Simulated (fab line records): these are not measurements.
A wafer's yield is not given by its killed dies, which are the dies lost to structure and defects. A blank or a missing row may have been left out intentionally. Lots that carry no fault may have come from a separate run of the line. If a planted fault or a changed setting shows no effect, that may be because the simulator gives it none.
One fault seen from 2 desks | flow n5Finfet | each desk has only its own numbers; what lay behind them comes last

AT THE METROLOGY DESK
Means of the sampled wafers that have a number, per lot and without regard to the tool the lot ran on: this is what the gauges read. If a lot's mean is further than 4 standard deviations from the usual mean, the lot is out of limits and carries the mark OUT (the distance appears in the brackets). It has 11 readings; the 7 that lie furthest out on some lot are the ones shown.
Columns: A = CJ_P at N5_BEOL_M4_RC_MEAS_101, usual 5.73; B = DIBL_N at N5_BEOL_M4_RC_MEAS_101, usual 35.9 mV/V; C = IOFF_N at N5_BEOL_M4_RC_MEAS_101, usual 0.15 nA/um; D = IOFF_P at N5_BEOL_M4_RC_MEAS_101, usual 0.21 nA/um; E = ION_P at N5_BEOL_M4_RC_MEAS_101, usual 463 uA/um; F = SS_N at N5_BEOL_M4_RC_MEAS_101, usual 71.3 mV/dec; G = VT_P at N5_BEOL_M4_RC_MEAS_101, usual -251 mV
lot  | first seen here | A    | B    | C    | D    | E   | F    | G
L548 | day 7 16:35     | 5.73 | 34.9 | 0.13 | 0.20 | 465 | 71.4 | -251
L551 | day 8 16:16     | 5.42 | 38.4 | 0.20 | 0.24 | 464 | 71.2 | -246
L552 | day 8 18:11     | 5.72 | 36.6 | 0.17 | 0.22 | 470 | 71.7 | -249
L554 | day 9 18:02     | 5.98 | 37.6 | 0.18 | 0.23 | 467 | 71.8 | -249
L557 | day 10 21:28    | 5.31 | 34.8 | 0.15 | 0.15 | 452 | 70.9 | -257
L558 | day 11 00:13    | 5.42 | 34.1 | 0.11 | 0.14 | 450 | 70.4 | -257
L560 | day 11 06:11    | 5.39 | 36.5 | 0.17 | 0.21 | 459 | 71.5 | -250
L568 | day 13 05:05    | 5.71 | 36.4 | 0.16 | 0.23 | 468 | 71.3 | -247
L570 | day 13 22:01    | 5.81 | 35.8 | 0.15 | 0.21 | 461 | 71.3 | -250
Finding of this desk: none of the 9 lots has anything out of limits.

FOR THE TOOL OWNER'S DESK: rieSi-04
The tool's own readings at N5_SD_EPI_P_SD_RECESS_17 (chemistry HBr/Cl2/O2, target depth 39.1 nm, bt time 3 s): means of the sampled wafers that have a number, for each lot that ran on this tool. If a lot's mean is further than 4 standard deviations from the usual mean, the lot is out of limits and carries the mark OUT (the distance appears in the brackets).
Columns: A = O2_flow_sccm at N5_SD_EPI_P_SD_RECESS_17, usual 12.00 sccm; B = biasW at N5_SD_EPI_P_SD_RECESS_17, usual 112.0 W; C = drypumpMotorCurrentA at N5_SD_EPI_P_SD_RECESS_17, usual 5.7 A; D = oesProductAu at N5_SD_EPI_P_SD_RECESS_17, usual 0.998 a.u.; E = rfFwdPowerW at N5_SD_EPI_P_SD_RECESS_17, usual 795.4 W; F = throttleValvePct at N5_SD_EPI_P_SD_RECESS_17, usual 37.10 %
lot  | first seen here | A     | B     | C   | D     | E     | F
L548 | day 3 06:22     | 12.00 | 111.9 | 6.0 | 1.005 | 794.1 | 36.94
L551 | day 4 00:38     | 12.01 | 112.1 | 5.8 | 0.998 | 796.9 | 36.87
L552 | day 4 05:38     | 11.97 | 111.9 | 5.6 | 1.016 | 794.3 | 37.13
L557 | day 5 13:54     | 11.98 | 111.8 | 5.7 | 1.008 | 796.1 | 37.13
L558 | day 5 22:07     | 12.02 | 112.1 | 5.6 | 1.015 | 796.0 | 37.13
L560 | day 6 09:44     | 11.98 | 112.7 | 5.3 | 1.007 | 793.0 | 37.26
L570 | day 8 20:52     | 11.97 | 112.2 | 5.9 | 1.010 | 793.2 | 36.94
Finding of this desk: none of the 7 lots has anything out of limits.

BROUGHT TOGETHER
Nothing out of limits was seen by the metrology desk.
The tool owner's desk saw nothing out of limits.

WHAT HAD BEEN PUT IN BY THE SIMULATOR
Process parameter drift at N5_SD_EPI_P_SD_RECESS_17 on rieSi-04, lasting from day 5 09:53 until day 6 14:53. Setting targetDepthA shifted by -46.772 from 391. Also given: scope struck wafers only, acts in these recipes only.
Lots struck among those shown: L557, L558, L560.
